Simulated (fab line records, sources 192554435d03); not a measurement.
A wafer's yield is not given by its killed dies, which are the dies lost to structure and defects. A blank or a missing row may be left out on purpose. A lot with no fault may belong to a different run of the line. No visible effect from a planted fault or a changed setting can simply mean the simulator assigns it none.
One fault seen from 2 desks || flow n5-finfet || only its own numbers are on each desk; what lay behind them is given at the end

AT THE TOOL OWNER'S DESK: litho-track-05
The tool's own readings at N5_BEOL_M4_COAT_68 (time 60 s, resist thk 12 nm): means of the sampled wafers that have a number, for each lot that ran on this tool. Marked OUT: a lot whose mean sits more than 4 standard deviations from the usual mean, which makes it out of limits; the brackets give that distance.
Columns: A = spin-speed-rpm at N5_BEOL_M4_COAT_68, usual 1500.0 rpm
{"lot": "L260", "first seen here": "day 8 22:25", "A": 1500.2}
{"lot": "L261", "first seen here": "day 9 03:08", "A": "1288.2 (-99 or more) OUT"}
{"lot": "L266", "first seen here": "day 10 13:26", "A": "1287.2 (-99 or more) OUT"}
{"lot": "L276", "first seen here": "day 13 09:49", "A": 1500.4}
This desk's verdict: out of limits on L261, L266, starting with L261 at day 9 03:08 (spin-speed-rpm at N5_BEOL_M4_COAT_68). In limits: L260, L276.

FROM THE METROLOGY DESK
Lot by lot, what the gauges showed, no matter which tool ran the lot: averages of those sampled wafers that carry a number. Marked OUT: a lot whose mean sits more than 4 standard deviations from the usual mean, which makes it out of limits; the brackets give that distance. Of its 11 readings 7 are shown: those that lie furthest out on some lot.
Columns: A = cd-nm at N5_BEOL_M4_CD_MEAS_28, usual 26.25 nm; B = DIBL_N at N5_BEOL_M4_RC_MEAS_101, usual 36.7 mV/V; C = DIBL_P at N5_BEOL_M4_RC_MEAS_101, usual 37.4 mV/V; D = IOFF_P at N5_BEOL_M4_RC_MEAS_101, usual 0.23 nA/um; E = SS_N at N5_BEOL_M4_RC_MEAS_101, usual 71.7 mV/dec; F = VT_N at N5_BEOL_M4_RC_MEAS_101, usual 249 mV; G = VT_P at N5_BEOL_M4_RC_MEAS_101, usual -250 mV
{"lot": "L257", "first seen here": "day 8 06:16", "A": 26.39, "B": 39.5, "C": 40.8, "D": 0.30, "E": 72.6, "F": 247, "G": -246}
{"lot": "L260", "first seen here": "day 8 22:42", "A": 26.11, "B": 36.6, "C": 36.6, "D": 0.25, "E": 71.7, "F": 248, "G": -247}
{"lot": "L261", "first seen here": "day 9 03:25", "A": 26.32, "B": 34.0, "C": 35.5, "D": 0.20, "E": 70.6, "F": 249, "G": -249}
{"lot": "L266", "first seen here": "day 10 13:43", "A": 26.38, "B": 34.8, "C": 34.9, "D": 0.20, "E": 70.5, "F": 250, "G": -249}
{"lot": "L268", "first seen here": "day 11 00:31", "A": 26.13, "B": 39.2, "C": 40.0, "D": 0.28, "E": 72.4, "F": 243, "G": -246}
{"lot": "L269", "first seen here": "day 11 03:06", "A": 26.66, "B": 35.5, "C": 36.0, "D": 0.21, "E": 71.9, "F": 250, "G": -250}
{"lot": "L275", "first seen here": "day 13 01:20", "A": 26.07, "B": 35.7, "C": 36.6, "D": 0.18, "E": 72.0, "F": 247, "G": -256}
{"lot": "L277", "first seen here": "day 13 02:59", "A": 26.24, "B": 37.3, "C": 38.7, "D": 0.22, "E": 71.9, "F": 246, "G": -251}
{"lot": "L276", "first seen here": "day 13 10:05", "A": 26.28, "B": 35.1, "C": 34.9, "D": 0.16, "E": 71.0, "F": 253, "G": -257}
This desk's finding: nothing out of limits on any of the 9 lots.

TAKEN TOGETHER
An alarm could have come from the tool owner's desk at day 9 03:08, on L261, L266.
From the metrology desk's view, nothing was out of limits.
The metrology desk holds a record of L261, L266, inside its limits.
Every lot named ran N5_BEOL_M4_COAT_68 on litho-track-05.

WHAT THE SIMULATOR HAD INSERTED
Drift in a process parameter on litho-track-05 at N5_BEOL_M4_COAT_68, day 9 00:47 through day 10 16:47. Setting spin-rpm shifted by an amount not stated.
Shown lots that were struck: L261, L266.
How many hours passed from the start of the fault until each desk's first out-of-limits reading: the tool owner's desk, 2.
